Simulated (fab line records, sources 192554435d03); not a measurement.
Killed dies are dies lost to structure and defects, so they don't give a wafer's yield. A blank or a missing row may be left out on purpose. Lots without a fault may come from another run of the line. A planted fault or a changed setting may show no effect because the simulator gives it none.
One fault seen from 2 desks | flow n5_finfet | each desk has only its own numbers; what lay behind them comes last

THE TOOL OWNER'S DESK: rie_diel-02
The tool's own readings at N5_BEOL_M11_ETCH_61 (etches SiARC in CF4, target depth 39 nm, time 65 s): means of the sampled wafers that have a number, for each lot that ran on this tool. A lot is out of limits, marked OUT, if its mean lies more than 4 standard deviations from the usual mean; the brackets give that distance. Of its 8 readings 7 are shown: the one that was out of limits first, and those that lie furthest out on some lot.
Columns: A = drypump_motor_current_A at N5_BEOL_M11_ETCH_61, usual 6.0 A; B = etch_rf_on_time_s at N5_BEOL_M11_ETCH_61, usual 65.8 s; C = oes_product_au at N5_BEOL_M11_ETCH_61, usual 0.67 a.u.; D = rf_fwd_power_W at N5_BEOL_M11_ETCH_61, usual 538.8 W; E = rf_vpp_V at N5_BEOL_M11_ETCH_61, usual 183.7 V; F = showerhead_plenum_p_Torr at N5_BEOL_M11_ETCH_61, usual 2.12 Torr; G = throttle_valve_pct at N5_BEOL_M11_ETCH_61, usual 15.6 %
lot  | first seen here | A   | B              | C    | D     | E     | F    | G
L576 | day 13 07:35    | 6.5 | 66.2           | 0.67 | 538.0 | 185.0 | 2.15 | 15.6
L581 | day 14 11:41    | 6.4 | 66.7           | 0.64 | 538.6 | 183.0 | 2.11 | 15.8
L585 | day 15 07:11    | 6.4 | 84.3 (+14) OUT | 0.56 | 535.8 | 182.2 | 2.01 | 15.9
L584 | day 15 09:43    | 6.1 | 86.7 (+16) OUT | 0.64 | 539.2 | 185.0 | 2.23 | 15.4
L587 | day 15 10:45    | 6.0 | 86.7 (+16) OUT | 0.57 | 538.0 | 183.9 | 2.09 | 15.6
This desk's finding: out of limits on L584, L585, L587; first on L585, day 15 07:11 (etch_rf_on_time_s at N5_BEOL_M11_ETCH_61). In limits: L576, L581.

THE METROLOGY DESK
What the gauges read, lot by lot, whatever tool the lot ran on: means of the sampled wafers that have a number. A lot is out of limits, marked OUT, if its mean lies more than 4 standard deviations from the usual mean; the brackets give that distance.
Columns: A = M11_OVL at N5_BEOL_M11_OVL_MEAS_12, usual -0.1 nm
lot  | first seen here | A
L575 | day 12 21:40    | -0.2
L577 | day 13 03:26    | 0.4
L576 | day 13 07:30    | 0.0
L579 | day 13 14:30    | -0.4
L581 | day 14 11:22    | 0.2
L585 | day 15 07:06    | -1.4
L584 | day 15 09:37    | -0.1
L587 | day 15 10:05    | 0.3
L588 | day 16 09:01    | 0.4
L591 | day 16 23:11    | 0.2
L589 | day 17 02:45    | -0.1
L593 | day 18 05:53    | -0.5
This desk's finding: nothing out of limits on any of the 12 lots.

PUT TOGETHER
The tool owner's desk could have raised an alarm at day 15 07:11, on L584, L585, L587.
The metrology desk saw nothing out of limits.
The metrology desk has L584, L585, L587 on record, within its limits.
Of the lots named, all ran N5_BEOL_M11_ETCH_61 on rie_diel-02.

WHAT THE SIMULATOR HAD PUT IN
Process parameter drift: rie_diel-02, from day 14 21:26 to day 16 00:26, at N5_BEOL_M11_ETCH_61. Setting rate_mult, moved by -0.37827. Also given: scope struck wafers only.
Lots struck among those shown: L584, L585, L587.
Hours from the fault's start to each desk's first reading out of limits: the tool owner's desk, 10.
